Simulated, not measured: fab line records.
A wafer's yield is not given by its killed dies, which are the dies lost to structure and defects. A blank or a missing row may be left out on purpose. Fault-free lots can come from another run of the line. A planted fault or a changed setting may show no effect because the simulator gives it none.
2 desks looking at one fault + flow nandHarc + only its own numbers are on each desk; what lay behind them is given at the end

== FROM THE METROLOGY DESK ==
Lot by lot, what the gauges showed, no matter which tool ran the lot: averages of those sampled wafers that carry a number. The brackets show how far a lot's mean lies from the usual mean; more than 4 standard deviations puts the lot out of limits, marked OUT.
Columns: A = cdNm at NHARC_A_CONTACT_CD_MEAS_53, usual 289.6 nm
| lot  | first seen here | A     |
|------|-----------------|-------|
| L107 | day 22 00:32    | 289.9 |
| L106 | day 22 04:29    | 288.7 |
| L105 | day 22 05:55    | 289.5 |
| L111 | day 23 11:37    | 289.0 |
| L116 | day 26 08:50    | 290.3 |
| L118 | day 26 13:06    | 288.4 |
| L119 | day 27 07:43    | 289.9 |
| L120 | day 27 08:05    | 289.8 |
| L121 | day 28 18:18    | 290.8 |
| L124 | day 29 12:05    | 290.1 |
| L123 | day 29 15:11    | 289.6 |
| L128 | day 30 14:16    | 287.9 |
This desk found nothing out of limits on any of the 12 lots.

== AT THE TOOL OWNER'S DESK: rieDiel-11 ==
The tool's own readings at NHARC_A_CONTACT_ETCH_90 (etches the open film in CH3F/O2, target depth 40 nm, time 85.7 s): means of the sampled wafers that have a number, for each lot that ran on this tool. The brackets show how far a lot's mean lies from the usual mean; more than 4 standard deviations puts the lot out of limits, marked OUT.
Columns: A = biasW at NHARC_A_CONTACT_ETCH_90, usual 100.00 W; B = drypumpMotorCurrentA at NHARC_A_CONTACT_ETCH_90, usual 5.7 A; C = oesProductAu at NHARC_A_CONTACT_ETCH_90, usual 0.95 a.u.; D = rfVppV at NHARC_A_CONTACT_ETCH_90, usual 245.4 V; E = runLengthS at NHARC_A_CONTACT_ETCH_90, usual 106.9 s; F = showerheadPlenumPTorr at NHARC_A_CONTACT_ETCH_90, usual 2.53 Torr; G = throttleValvePct at NHARC_A_CONTACT_ETCH_90, usual 20.662 %
| lot  | first seen here | A      | B   | C    | D     | E              | F    | G      |
|------|-----------------|--------|-----|------|-------|----------------|------|--------|
| L107 | day 22 00:20    | 99.78  | 5.7 | 0.92 | 246.4 | 107.1          | 2.57 | 20.668 |
| L106 | day 22 04:16    | 100.24 | 5.7 | 1.00 | 246.9 | 107.0          | 2.57 | 20.649 |
| L105 | day 22 05:43    | 100.06 | 5.8 | 0.99 | 246.1 | 106.8          | 2.62 | 20.655 |
| L116 | day 26 08:37    | 100.03 | 5.7 | 0.93 | 246.2 | 96.1 (-29) OUT | 2.56 | 20.652 |
| L121 | day 28 18:03    | 99.90  | 5.8 | 0.93 | 246.4 | 106.9          | 2.61 | 20.660 |
| L123 | day 29 14:58    | 99.94  | 5.6 | 0.93 | 245.9 | 107.1          | 2.56 | 20.662 |
| L128 | day 30 14:03    | 99.68  | 5.6 | 1.00 | 246.3 | 106.9          | 2.60 | 20.659 |
Finding of this desk: L116 out of limits; the first was L116 at day 26 08:37, on runLengthS at NHARC_A_CONTACT_ETCH_90. L107, L106, L105, L121, L123, L128: within limits.

== TAKEN TOGETHER ==
The tool owner's desk could have raised an alarm at day 26 08:37, on L116.
The metrology desk saw nothing out of limits.
The metrology desk has L116 on record, within its limits.
Every lot named ran NHARC_A_CONTACT_ETCH_90 on rieDiel-11.

== WHAT THE SIMULATOR PUT IN ==
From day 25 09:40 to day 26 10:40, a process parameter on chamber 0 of rieDiel-11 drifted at NHARC_A_CONTACT_ETCH_90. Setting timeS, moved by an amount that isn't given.
Shown lots that were struck: L116.
Hours from the fault's start to each desk's first reading out of limits: the tool owner's desk, 23.
